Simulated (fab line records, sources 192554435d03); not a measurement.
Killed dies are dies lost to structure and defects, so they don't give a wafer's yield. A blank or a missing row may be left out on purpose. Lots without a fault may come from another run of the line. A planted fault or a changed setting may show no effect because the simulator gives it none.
fab line records | flow n5_finfet
record lots=4 wafers=12 last_day=16
route steps=1938 shown BEOL_M9@1401
lots that met no fault: from a run of the same line without faults
start_h: hours from the record's first day to the start of the lot's first wafer shown | wait_h: hours since the lot's step before | " the same as in the row above | L1.1+2: a row that stands for several wafers | - no value, or no start given | * or withheld: withheld | < > ~ a bound
route shown NAME@n: a module of which the file shows steps, and the number in the route of the first | usual: mean/standard deviation of fault-free wafers | same: alike in all rows | chamber/n: place in a boat | sites: the reading at each site | _std_site: their standard deviation | _edge_site: outer sites' mean less inner sites' | radius_mm: how far each site lies from the wafer's centre | mask NAME#n: copy n | behind: the tool/chamber that last shaped the wafer | hold: why the lot was held/for how many hours/how that ended | device: the transistor (n, p or np) that didn't switch | end of line: the same wafers' tests at the end of the route | a step without rows: its recipe alone | killed: dies lost to structure and defects at the first sort, not the wafer's yield | map: a wafer's dies, x killed, . not, _ none there
set.NAME: the setting as run; set.NAME@STEP: as run at that earlier step | model.NAME: the simulator's own value behind a step, which no gauge read
lots at some steps of the route; a table a step, a row a wafer
services: from which hour (start_h, from the record's first day; less than 0 if before it) a tool's chamber was out of use, for how many hours, and why
## steps
# step N5_BEOL_M9_ILD_DEP_00
# recipe material=SiCOH_lowk target_thk_a=3085.1 temp_c=300 precursor=DEMS/porogen pressure_torr=5 rf_w=500 time_s=58
# step N5_BEOL_M9_CURE_71
# recipe temp_c=385 time_s=240 ambient=He/Ar material=SiCOH_lowk
# step N5_BEOL_M9_PECVD_70
# recipe material=SiO2 target_thk_a=200 temp_c=400 precursor=TEOS/O2 pressure_torr=5.5 rf_w=450 teos_flow_sccm=53.8 gas=O2 flow_sccm=3000 time_s=22.7
# step N5_BEOL_M9_HM_DEP_02
# recipe material=TiN target_thk_a=200 temp_c=25 chamber_pressure_pa=0.49996
# step N5_BEOL_M9_COAT_59
# recipe resist=SOC temp_c=250 time_s=60 spin_rpm=1500 resist_thk_nm=100
# step N5_BEOL_M9_COAT_60
# recipe resist=SiARC temp_c=220 time_s=60 spin_rpm=1500 resist_thk_nm=30
# step N5_BEOL_M9_COAT_05
# recipe resist=CAR-ArF spin_rpm=1500 resist_thk_nm=90
# step N5_BEOL_M9_EBR_07
# recipe solvent=PGMEA ebr_width_mm=1.5
# step N5_BEOL_M9_SOFTBAKE_06
# recipe temp_c=110 time_s=60 resist=CAR-ArF
# step N5_BEOL_M9_EXPOSE_08
# recipe mask_id=M9 na=1.35 source_shape=dipole sigma_inner=0.411 sigma_outer=0.611 polarization=te dose_mj=53.75
# usual exposure_dose_mJ_cm2=53.72/0.053 stage_vel_mm_s=500.01/0.25
# columns lot.wafer tool chamber start_h wait_h mask exposure_dose_mJ_cm2 stage_vel_mm_s
L225.2 arfi_scanner-02 0 226.69 - M9#0 53.74 500.05
L225.5 " 0 " " M9#0 53.79 499.87
L225.6 " 0 " " M9#0 53.84 500.09
L226.2 arfi_scanner-02 0 240.86 - M9#0 52.81 499.84
L226.4 " 0 " " M9#0 52.71 499.82
L226.5 " 0 " " M9#0 52.78 499.59
L234.1 arfi_scanner-02 0 293.12 - M9#0 52.87 500.17
L234.3 " 0 " " M9#0 52.96 500.02
L234.5 " 0 " " M9#0 52.94 499.81
L238.1 arfi_scanner-01 0 311.34 - M9#0 53.71 499.93
L238.4 " 0 " " M9#0 53.69 500.29
L238.6 " 0 " " M9#0 53.71 500.22
# step N5_BEOL_M9_PEB_09
# recipe peb_temp_c=withheld peb_time_s=60 resist=CAR-ArF
# step N5_BEOL_M9_DEVELOP_10
# recipe develop_time_s=30 developer=TMAH resist=CAR-ArF rinse_liquid=diw dry=air_spin dev_temp_c=23
# step N5_BEOL_M9_DESCUM_16
# recipe chemistry=O2 time_s=7.9 source_power_w=50 bias_power_w=20 pressure_mtorr=20 rf_frequency_hz=2.712e+07 temp_c=40 resist=CAR-ArF o2_flow_sccm=225
# step N5_BEOL_M9_ETCH_61
# recipe chemistry=CF4 target=SiARC target_depth_a=390 mask_material=CAR-ArF time_s=65 ion_energy_ev=80 pressure_mtorr=40 source_w=545 bias_w=36 Ar_flow_sccm=100 cf4_flow_sccm=100 ends=cleared
# usual drypump_motor_current_A=5.8/0.59 etch_rf_on_time_s=64.3/1 oes_product_au=0.71/0.084 rf_vpp_V=184.3/1.2 showerhead_plenum_p_Torr=2.16/0.076 throttle_valve_pct=15.54/0.19
# columns lot.wafer tool chamber start_h wait_h drypump_motor_current_A etch_rf_on_time_s oes_product_au rf_hours_counter_h rf_vpp_V showerhead_plenum_p_Torr throttle_valve_pct model.BEOL_M9.cd_offset_nm
L225.2 rie_diel-03 0 227.49 0.0 5.1 64.7 0.62 181 183.3 2.05 15.54 0.4
L225.5 " 2 " " 5.5 64.7 0.62 - 182.9 2.13 15.78 0.2
L225.6 " 3 " " 6.4 64.5 0.75 - 185.8 2.27 15.26 0.6
L226.2 rie_diel-01 1 241.16 0.0 4.7 63.1 0.80 16 185.6 2.19 15.51 -0.8
L226.4 " 3 " " 6.2 64.0 0.65 127 182.0 2.06 15.45 -1.2
L226.5 " 2 " " 6.5 62.4 0.81 - 183.6 2.10 15.51 -1
L234.1 rie_diel-04 1 293.37 0.0 5.4 63.6 0.75 42 184.9 2.18 15.52 -0.8
L234.3 " 0 " " 5.4 65.2 0.63 195 183.8 2.21 15.85 0
L234.5 " 3 " " 6.8 65.6 0.57 - 183.2 2.03 15.62 -0.8
L238.1 rie_diel-04 0 311.59 0.0 5.4 64.9 0.63 202 184.6 2.21 15.86 -0.2
L238.4 " 2 " " 6.1 64.8 0.81 - 182.7 2.10 15.39 -0.2
L238.6 " 0 " " 5.4 65.3 0.62 - 185.1 2.21 15.87 -0.2
# step N5_BEOL_M9_ETCH_62
# recipe chemistry=N2/H2 target=SOC target_depth_a=1100 overetch_a=220 mask_material=SiARC temp_c=40 time_s=165 ion_energy_ev=200 pressure_mtorr=30 source_w=840 bias_w=150 n2_flow_sccm=200 h2_flow_sccm=200
# step N5_BEOL_M9_STRIP_68
# recipe chemistry=N2/H2 temp_c=40 n2_flow_sccm=200 h2_flow_sccm=200 rf_frequency_hz=6e+07
# step N5_BEOL_M9_STRIP_67
# recipe chemistry=CF4 resist=SiARC power_w=300 bias_power_w=75 pressure_mtorr=50 cf4_flow_sccm=150 rf_frequency_hz=6e+07
# step N5_BEOL_M9_HM_OPEN_17
# recipe chemistry=Cl2/BCl3 target_depth_a=200 overetch_a=60 target=TiN mask_material=SOC ion_energy_ev=150 pressure_mtorr=10 icp_w=1000 bias_w=126 Cl2_flow_sccm=53.25 bcl3_flow_sccm=21.75 Ar_flow_sccm=25
# usual drypump_motor_current_A=5.76/0.28 oes_product_au=0.68/0.078 throttle_valve_pct=22.11/0.12
# columns lot.wafer tool chamber start_h wait_h drypump_motor_current_A oes_product_au rf_hours_counter_h throttle_valve_pct model.BEOL_M9.cd_offset_nm
L225.2 rie_metal-02 1 227.73 0.0 5.53 0.62 55 22.09 0.2
L225.5 " 1 " " 5.51 0.62 - 22.10 0.2
L225.6 " 0 " " 5.37 0.75 - 22.25 0.6
L226.2 rie_metal-01 0 241.40 0.0 5.71 0.78 10 22.01 -0.8
L226.4 " 1 " " 6.37 0.62 - 22.04 -1
L226.5 " 0 " " 5.73 0.77 - 22.01 -0.8
L234.1 rie_metal-02 0 293.61 0.0 5.37 0.72 25 22.29 -0.8
L234.3 " 0 " " 5.37 0.72 - 22.29 0
L234.5 " 1 " " 5.60 0.61 - 22.13 -0.6
L238.1 rie_metal-02 0 311.82 0.0 5.38 0.72 26 22.29 -0.2
L238.4 " 0 " " 5.40 0.72 - 22.27 -0.2
L238.6 " 1 " " 5.54 0.61 - 22.13 0
# step N5_BEOL_M9_STRIP_19
# recipe chemistry=O2 power_w=400 temp_c=40 pressure_mtorr=30 rf_frequency_hz=6e+07 bias_power_w=0 overash_fraction=0.2 o2_flow_sccm=225
## services
# columns tool chamber start_h hours kind
rie_diel-04 - 211.67 2.8 pm
rie_diel-01 - 217.33 9.7 repair
rie_diel-04 - 217.33 2.1 repair
arfi_scanner-02 - 221.53 1.0 pm
rie_diel-01 - 229.97 2.8 pm
rie_diel-04 1 239.23 6.4 repair
arfi_scanner-01 - 239.68 1.3 pm
arfi_scanner-02 - 243.28 1.3 pm
arfi_scanner-02 - 246.06 3.9 pm
rie_diel-04 2 247.20 - clean
rie_diel-04 2 247.20 - consumable_replace:focus_ring
rie_diel-04 2 247.20 17.3 scheduled_down
rie_diel-04 2 247.20 17.3 vent_cycle
arfi_scanner-02 0 264.53 - calibration
arfi_scanner-01 - 273.71 1.0 pm
rie_diel-01 3 284.47 7.4 repair
rie_diel-04 3 295.36 - clean
rie_diel-04 3 295.36 - consumable_replace:focus_ring
rie_diel-04 3 295.36 - consumable_replace:showerhead
rie_diel-04 3 295.36 27.3 scheduled_down
rie_diel-04 3 295.36 27.3 vent_cycle
rie_metal-01 1 302.94 43.3 repair
arfi_scanner-01 - 308.95 0.8 pm
## key
first_sign step=N5_BEOL_M9_EXPOSE_08 reading=exposure_dose_mJ_cm2 direction=down sigmas=16 usual=53.72 struck=52.85
effect none on later readings
model_effect step=N5_BEOL_M9_ETCH_61 value=BEOL_M9.cd_offset_nm without=0.1333 struck=-0.7667
model_effect step=N5_BEOL_M9_HM_OPEN_17 value=BEOL_M9.cd_offset_nm without=0.2333 struck=-0.6667
met_at N5_BEOL_M9_EXPOSE_08
struck_wafers L226.2,L226.4,L226.5,L234.1,L234.3,L234.5
loop_trim step=N5_BEOL_M9_EXPOSE_08 setting=dose lots=L234
onset_between 226.69 240.86
fault kind=process_parameter_drift tool=arfi_scanner-02 chamber=- onset_h=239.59 steps=N5_BEOL_M9_EXPOSE_08 channel=dose_mj offset=-1.0047 shape=step acts_in=these_recipes_only stated=53.75
# loop_trim: a control loop set the setting to another value than it would have without faults
